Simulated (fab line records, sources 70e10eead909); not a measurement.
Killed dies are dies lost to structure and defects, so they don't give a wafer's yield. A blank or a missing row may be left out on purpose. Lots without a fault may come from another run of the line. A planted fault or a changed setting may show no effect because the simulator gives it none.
Chamber matching | flow nand_harc | NHARC_A_STAIRCASE_ETCH_194 on rie_diel-02: 4 sister chambers
The step etches the open film in C4F8/O2, target depth 100 nm, time 40.5 s. 4 wafers are shown with their chamber, then 8 later ones without.

WAFERS WITH THEIR CHAMBER
wafer  | chamber | rf_vpp_V (V)
L499.1 | 2       | 888
L499.4 | 1       | 894
L499.5 | 3       | 897
L498.3 | 0       | 906

WAFERS WITHOUT THEIR CHAMBER
wafer  | rf_vpp_V (V)
L498.4 | 894
L498.5 | 905
L500.1 | 894
L500.2 | 898
L500.5 | 888
L501.1 | 888
L501.2 | 896
L501.3 | 894

WHICH CHAMBER EACH WENT THROUGH
wafer  | from the rows above     | in truth
L498.4 | 1                       | 1
L498.5 | 0                       | 0
L500.1 | 1                       | 1
L500.2 | 3                       | 3
L500.5 | 2                       | 2
L501.1 | 2                       | 2
L501.2 | can't be placed: 3 or 1 | 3
L501.3 | 1                       | 1
Placed correctly: 7 of 8. Can't be placed from these rows: 1 (the true chamber is among the candidates in 1). Placed wrongly: 0.
How it was worked out, from the rows above alone: a wafer's distance from a chamber is the root of the sum, over the readings, of the square of ((its reading less the chamber's mean) divided by the reading's scatter). The wafer belongs to the nearest chamber; if the next one is less than 2 further off, it can't be placed. A chamber's mean is the mean of its shown wafers. The scatter: with one shown wafer a chamber, the root of the mean of the squares of how far each hidden wafer lies from its nearest shown one.
